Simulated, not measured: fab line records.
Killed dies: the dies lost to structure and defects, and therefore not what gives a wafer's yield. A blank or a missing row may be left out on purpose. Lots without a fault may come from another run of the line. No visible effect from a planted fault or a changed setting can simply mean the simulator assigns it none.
Comparing a struck lot with a sound one / flow n5 finfet / 37 steps out of a route of 1938
Sound: the wafers L290.2, L290.3, L290.4. Struck: wafers L303.3, L303.4. (L303.6 of the same lot was not struck and is left out.) The cause comes at the end.
Order at every step that has rows: each side's tool, ch and its chambers, its first start. Under that, the readings that differ: sound wafers / struck wafers / difference of the means / sigmas: that difference in standard deviations of wafers without a fault.
alike: a reading whose means differ by less than 2 such deviations, as well as words and numbers matching on both sides. not compared: withheld readings; readings where some wafer has no value; bounds like >300 that might hide an equal value; numbers whose values overlap and for which the record gives no deviation.
Wherever a step has rows on one side only, a row that says differs or no value, or a row with sigmas, the two part there. Numbers that don't overlap but have no deviation are shown without sigmas and don't part them. Lack of a reading on every wafer of one side parts them only where that side has two or more wafers.

first, 9 steps without rows for these wafers: N5_BEOL_M3_ANNEAL_95 (time 240 s); N5_BEOL_M3_SPUTTER_96 (material Cu, target thk 4.5 nm, time 8.29 s); N5_BEOL_M3_ECD_50 (material Cu, target thk 300 nm); N5_BEOL_M3_ANNEAL_51 (time 90 s); N5_BEOL_M3_CMP_52 (polishes, stops on SiOC, t overpolish 6.8 s, target thk 40 nm); N5_BEOL_M3_PRE_CLEAN_60 (time 15 s); N5_BEOL_M3_CO_CAP_55 (material Co, precursor CCTBA/H2, target thk 2 nm, time 102.1 s); N5_BEOL_M3_PRE_CLEAN_56 (time 15 s); N5_BEOL_M3_DEP_57 (deposits SiCN from 3MS/NH3, target thk 8 nm, time 14 s).
N5_BEOL_M4_ILD_DEP_00: deposits SiOC from DEMS/O2, target thk 79 nm, time 15.3 s.
  sound on pecvd-04 ch 0,1, day 7 06:08; struck on pecvd-04 ch 1,2, day 11 03:22
reading=model.SiOC_of_BEOL_M4_ILD_DEP_00.thk nm (nm); sound=77.8 76.6 78.8; struck=67.4 67.6; difference=-10.2; sigmas=
  alike: heater power w, showerhead plenum p Torr, throttle valve pct
N5_BEOL_M4_THK_MEAS_01:
  sound on film metro-01, day 7 06:13; struck on film metro-02, day 11 03:26
reading=M4_ILD_THK (nm); sound=77.7 76.7 78.8; struck=67.5 67.5; difference=-10.2; sigmas=-8
then, 24 steps without rows for these wafers: N5_BEOL_M4_PECVD_72 (deposits SiO2 from TEOS/O2, target thk 16 nm, time 18 s); N5_BEOL_M4_HM_DEP_02 (deposits TiN, target thk 20 nm); N5_BEOL_M4_COAT_61 (time 60 s, resist thk 60 nm); N5_BEOL_M4_COAT_62 (time 60 s, resist thk 12 nm); N5_BEOL_M4_COAT_73 (time 60 s, resist thk 5 nm); N5_BEOL_M4_COAT_05 (resist thk 30 nm); N5_BEOL_M4_EBR_07; N5_BEOL_M4_SOFTBAKE_06 (time 60 s); N5_BEOL_M4_EXPOSE_08 (exposes mask M4); N5_BEOL_M4_PEB_09 (peb time 60 s); N5_BEOL_M4_DEVELOP_10 (develop time 30 s); N5_BEOL_M4_DESCUM_16 (chemistry O2, time 7 s); N5_BEOL_M4_ETCH_74 (etches underlayer in N2/H2, target depth 6.5 nm, time 5.2 s); N5_BEOL_M4_ETCH_63 (etches SiARC in CF4, target depth 15.6 nm, time 26 s); N5_BEOL_M4_ETCH_64 (etches SOC in N2/H2, target depth 75 nm, overetch 22.5 nm, time 121.9 s); N5_BEOL_M4_STRIP_65 (strips in N2/H2); N5_BEOL_M4_STRIP_75 (strips in N2/H2); N5_BEOL_M4_STRIP_66 (strips in CF4); N5_BEOL_M4_HM_OPEN_17 (chemistry Cl2/BCl3, target TiN, target depth 20 nm, overetch 6 nm); N5_BEOL_M4_STRIP_19 (strips in O2); N5_BEOL_M4_COAT_67 (time 60 s, resist thk 60 nm); N5_BEOL_M4_COAT_68 (time 60 s, resist thk 12 nm); N5_BEOL_M4_COAT_76 (time 60 s, resist thk 5 nm); N5_BEOL_M4_COAT_22 (resist thk 30 nm).
N5_BEOL_M4_CMP_52: polishes, stops on SiOC, t overpolish 6.8 s, target thk 40 nm.
  sound on cmp-01 ch 1,2,3, day 7 18:44; struck on cmp-03 ch 2,3, day 11 16:30
reading=model.SiOC_of_BEOL_M4_ILD_DEP_00.thk nm (nm); sound=74.8 73.6 75.8; struck=64.4 64.6; difference=-10.2; sigmas=
  alike: motor current A
N5_BEOL_M4_RC_MEAS_101:
  sound on prober-02 ch 0, day 7 19:30; struck on prober-02 ch 0, day 11 17:20
reading=IOFF_P (nA/um); sound=0.21 0.23 0.30; struck=0.56 0.23; difference=+0.15; sigmas=+2
reading=ION_P (uA/um); sound=457 469 459; struck=496 476; difference=+24; sigmas=+2
reading=VT_P (mV); sound=-251 -249 -245; struck=-235 -245; difference=+8; sigmas=+2
  alike: DIBL_N, DIBL_P, IOFF_N, ION_N, SS_N, SS_P, VT_N

== WHERE THEY PART ==
At N5_BEOL_M4_THK_MEAS_01 first; at N5_BEOL_M4_RC_MEAS_101 last (within this record only).

WHY: the cause the simulator had injected
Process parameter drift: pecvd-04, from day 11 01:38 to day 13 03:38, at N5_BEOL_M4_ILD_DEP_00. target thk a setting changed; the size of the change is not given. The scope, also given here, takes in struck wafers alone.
